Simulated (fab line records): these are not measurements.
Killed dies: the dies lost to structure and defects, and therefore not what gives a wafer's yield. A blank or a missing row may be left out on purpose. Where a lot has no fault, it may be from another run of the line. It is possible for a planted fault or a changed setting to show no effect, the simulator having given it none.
A struck lot beside a sound one / flow n5-finfet / 34 steps out of a route of 1938
Sound: the wafers L430.3, L430.4, L430.6. Struck: wafer L438.4. (L438.2, L438.3 of the same lot were not struck and are left out.) The cause comes at the end.
For every step that has rows: the tool of each side, followed by ch and its chambers, followed by its first start. Under that, the readings that differ: sound wafers / struck wafers / difference of the means / sigmas: that difference in standard deviations of wafers without a fault.
alike: words and numbers the same on both sides, and readings whose means are apart by under 2 such deviations; not compared: readings that were withheld, readings missing a value for some wafer, numbers with overlapping values and no deviation given by the record, and bounds like >300 which may hide the same value.
Wherever a step has rows on one side only, a row that says differs or no value, or a row with sigmas, the two part there. Numbers that have no deviation but don't overlap get no sigmas and don't part them. Lack of a reading on every wafer of one side parts them only where that side has two or more wafers.

first, 9 steps without rows for these wafers: N5_BEOL_M10_EXPOSE_25 (exposes mask V9); N5_BEOL_M10_PEB_26 (peb time 60 s); N5_BEOL_M10_DEVELOP_27 (develop time 30 s); N5_BEOL_M10_DESCUM_33 (chemistry O2, time 7.9 s); N5_BEOL_M10_ETCH_65 (etches SiARC in CF4, target depth 39 nm, time 65 s); N5_BEOL_M10_ETCH_66 (etches SOC in N2/H2, target depth 120 nm, overetch 24 nm, time 180 s); N5_BEOL_M10_STRIP_69 (strips in N2/H2); N5_BEOL_M10_VIA_ETCH_34 (etches SiCOH lowk in C4F6/O2, target depth 184.5 nm, time 69.2 s); N5_BEOL_M10_STRIP_73 (strips in C4F6/O2).
N5_BEOL_M10_STRIP_36: strips in N2/H2.
  sound on rie-diel-04 ch 0,2,3, day 10 08:11; struck on rie-diel-03 ch 2, day 12 07:50
reading=rf-vpp-V (V); sound=57.2 59.5 62.5; struck=54.1; difference=-5.6; sigmas=-3
  alike: chamber-pressure-mTorr, drypump-motor-current-A, oes-product-au, showerhead-plenum-p-Torr, temp-c, throttle-valve-pct
  not compared: rf-hours-counter-h
then, 23 steps without rows for these wafers: N5_BEOL_M10_TRENCH_ETCH_37 (etches SiCOH lowk in C4F6/O2, target depth 148.83 nm, time 48 s); N5_BEOL_M10_ETCH_41 (etches SiCN in CH3F/O2, target depth 42.6 nm, time 86 s); N5_BEOL_M10_STRIP_77 (strips in N2/H2, time 10 s); N5_BEOL_M10_HM_STRIP_39 (strips TiN in peroxide tin strip, target depth 25 nm, time 158 s); N5_BEOL_M10_SRD_40 (time 30 s); N5_BEOL_M10_PRECLEAN_42 (cleans in residue remover, time 60 s); N5_BEOL_M10_SRD_43 (time 30 s); N5_BEOL_M10_CURE_72 (cures SiCOH lowk, time 120 s); N5_BEOL_M10_DEGAS_44 (time 60 s); N5_BEOL_M10_PRE_CLEAN_45 (time 30 s); N5_BEOL_M10_ALD_74 (deposits TaN, target thk 2 nm, pulse time 2 s, purge time 3 s); N5_BEOL_M10_SURFACE_TREAT_76; N5_BEOL_M10_CVD_75 (deposits Co from CCTBA/H2, target thk 2 nm, time 138.9 s); N5_BEOL_M10_SPUTTER_48 (material Cu, target thk 12 nm, time 2 s); N5_BEOL_M10_ECD_50 (material Cu, target thk 318 nm); N5_BEOL_M10_ANNEAL_51 (time 90 s); N5_BEOL_M10_CMP_52 (polishes, stops on SiCOH lowk, t overpolish 7 s, target thk 140 nm); N5_BEOL_M10_PRE_CLEAN_55 (time 15 s); N5_BEOL_M10_DEP_56 (deposits SiCN from 3MS/NH3, target thk 15 nm, time 26.5 s); N5_BEOL_M11_ILD_DEP_00 (deposits SiCOH lowk from DEMS/porogen, target thk 308.51 nm, time 58 s); N5_BEOL_M11_CURE_71 (cures SiCOH lowk, time 240 s); N5_BEOL_M11_PECVD_70 (deposits SiO2 from TEOS/O2, target thk 20 nm, time 22.7 s); N5_BEOL_M11_HM_DEP_02 (deposits TiN, target thk 20 nm).
-- record jumps: 2 days separate the struck wafers' starts on either side; left off in module BEOL_M11, taken up again in module PASSIVATION, whose first shown step is the route's number 1936 --
N5_PASSIVATION_PROBE_49:
  only the struck wafers here have rows in the record (prober-02, day 14 09:49); the sound ones have none

## WHERE THEY PART
First at N5_BEOL_M10_STRIP_36; last, within this record, at N5_PASSIVATION_PROBE_49.

WHY: what the simulator had put in
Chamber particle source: rie-diel-03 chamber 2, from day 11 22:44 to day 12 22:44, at N5_BEOL_M10_STRIP_36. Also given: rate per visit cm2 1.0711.
